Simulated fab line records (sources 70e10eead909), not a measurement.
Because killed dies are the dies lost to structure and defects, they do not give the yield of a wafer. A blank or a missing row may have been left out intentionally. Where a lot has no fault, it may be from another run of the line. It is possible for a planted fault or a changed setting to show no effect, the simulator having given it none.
Chamber matching :: flow nandHarc :: NHARC_A_CONTACT_ETCH_88 on rieDiel-13: 4 sister chambers
The step etches the open film in CF4, target depth 39 nm, time 65 s. 16 wafers are shown with their chamber, then 8 later ones without.

== WAFERS WITH THEIR CHAMBER ==
wafer: L345.2
chamber: 0
showerheadPlenumPTorr (Torr): 1.69
oesProductAu (a.u.): 0.986
throttleValvePct (%): 13.277

wafer: L345.3
chamber: 1
showerheadPlenumPTorr (Torr): 1.84
oesProductAu (a.u.): 0.999
throttleValvePct (%): 13.290

wafer: L345.4
chamber: 2
showerheadPlenumPTorr (Torr): 1.64
oesProductAu (a.u.): 0.984
throttleValvePct (%): 13.276

wafer: L347.1
chamber: 0
showerheadPlenumPTorr (Torr): 1.69
oesProductAu (a.u.): 0.986
throttleValvePct (%): 13.273

wafer: L347.5
chamber: 1
showerheadPlenumPTorr (Torr): 1.84
oesProductAu (a.u.): 1.005
throttleValvePct (%): 13.288

wafer: L347.6
chamber: 3
showerheadPlenumPTorr (Torr): 1.64
oesProductAu (a.u.): 0.997
throttleValvePct (%): 13.288

wafer: L344.1
chamber: 0
showerheadPlenumPTorr (Torr): 1.69
oesProductAu (a.u.): 0.988
throttleValvePct (%): 13.280

wafer: L344.2
chamber: 1
showerheadPlenumPTorr (Torr): 1.84
oesProductAu (a.u.): 1.008
throttleValvePct (%): 13.288

wafer: L344.5
chamber: 1
showerheadPlenumPTorr (Torr): 1.84
oesProductAu (a.u.): 1.008
throttleValvePct (%): 13.281

wafer: L349.1
chamber: 2
showerheadPlenumPTorr (Torr): 1.64
oesProductAu (a.u.): 1.007
throttleValvePct (%): 13.276

wafer: L349.3
chamber: 1
showerheadPlenumPTorr (Torr): 1.84
oesProductAu (a.u.): 0.999
throttleValvePct (%): 13.283

wafer: L349.6
chamber: 3
showerheadPlenumPTorr (Torr): 1.64
oesProductAu (a.u.): 0.993
throttleValvePct (%): 13.284

wafer: L351.2
chamber: 0
showerheadPlenumPTorr (Torr): 1.69
oesProductAu (a.u.): 0.991
throttleValvePct (%): 13.289

wafer: L351.4
chamber: 3
showerheadPlenumPTorr (Torr): 1.64
oesProductAu (a.u.): 0.996
throttleValvePct (%): 13.292

wafer: L351.6
chamber: 0
showerheadPlenumPTorr (Torr): 1.69
oesProductAu (a.u.): 0.981
throttleValvePct (%): 13.288

wafer: L361.3
chamber: 2
showerheadPlenumPTorr (Torr): 1.91
oesProductAu (a.u.): 0.994
throttleValvePct (%): 13.284

SIGNATURES (means of the wafers above)
reading: showerheadPlenumPTorr
chamber 0: 1.6900
chamber 1: 1.8400
chamber 2: 1.7300
chamber 3: 1.6400
scatter within a chamber: 0.0636

reading: oesProductAu
chamber 0: 0.98640
chamber 1: 1.00380
chamber 2: 0.99500
chamber 3: 0.99533
scatter within a chamber: 0.00585

reading: throttleValvePct
chamber 0: 13.28140
chamber 1: 13.28600
chamber 2: 13.27867
chamber 3: 13.28800
scatter within a chamber: 0.00521
Rule: a wafer lies at a distance from a chamber equal to the root of the sum of squares, over the readings, of (its reading less the chamber's mean, divided by the reading's scatter). If the next closest chamber is less than 2 further off than the closest, the wafer can't be placed; otherwise it belongs to the closest. The scatter: take each reading less its chamber's mean, square it, sum over the shown wafers, divide by the number of wafers less the number of chambers, and take the root.

== WAFERS MISSING THEIR CHAMBER ==
wafer: L361.4
showerheadPlenumPTorr (Torr): 1.91
oesProductAu (a.u.): 0.993
throttleValvePct (%): 13.278

wafer: L361.5
showerheadPlenumPTorr (Torr): 1.91
oesProductAu (a.u.): 0.997
throttleValvePct (%): 13.279

wafer: L363.2
showerheadPlenumPTorr (Torr): 1.91
oesProductAu (a.u.): 0.991
throttleValvePct (%): 13.282

wafer: L363.4
showerheadPlenumPTorr (Torr): 1.84
oesProductAu (a.u.): 0.986
throttleValvePct (%): 13.276

wafer: L363.6
showerheadPlenumPTorr (Torr): 1.91
oesProductAu (a.u.): 0.994
throttleValvePct (%): 13.273

wafer: L365.2
showerheadPlenumPTorr (Torr): 1.69
oesProductAu (a.u.): 1.002
throttleValvePct (%): 13.285

wafer: L365.3
showerheadPlenumPTorr (Torr): 1.90
oesProductAu (a.u.): 0.996
throttleValvePct (%): 13.275

wafer: L365.6
showerheadPlenumPTorr (Torr): 1.83
oesProductAu (a.u.): 0.983
throttleValvePct (%): 13.290

== THE CHAMBER EACH PASSED THROUGH ==
wafer: L361.4
from the rows above: can't be placed: 1 or 2 or 0
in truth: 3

wafer: L361.5
from the rows above: can't be placed: 1 or 2 or 0
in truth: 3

wafer: L363.2
from the rows above: can't be placed: 1 or 2 or 0 or 3
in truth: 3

wafer: L363.4
from the rows above: can't be placed: 2 or 0 or 1 or 3
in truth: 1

wafer: L363.6
from the rows above: can't be placed: 2 or 1 or 0
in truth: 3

wafer: L365.2
from the rows above: can't be placed: 3 or 2 or 1 or 0
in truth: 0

wafer: L365.3
from the rows above: can't be placed: 1 or 2 or 0
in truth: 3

wafer: L365.6
from the rows above: can't be placed: 0 or 2 or 1 or 3
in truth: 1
0 of 8 placed correctly. From these rows, 8 cannot be placed; in 4 the true chamber is one of the candidates. Wrongly placed: 0.
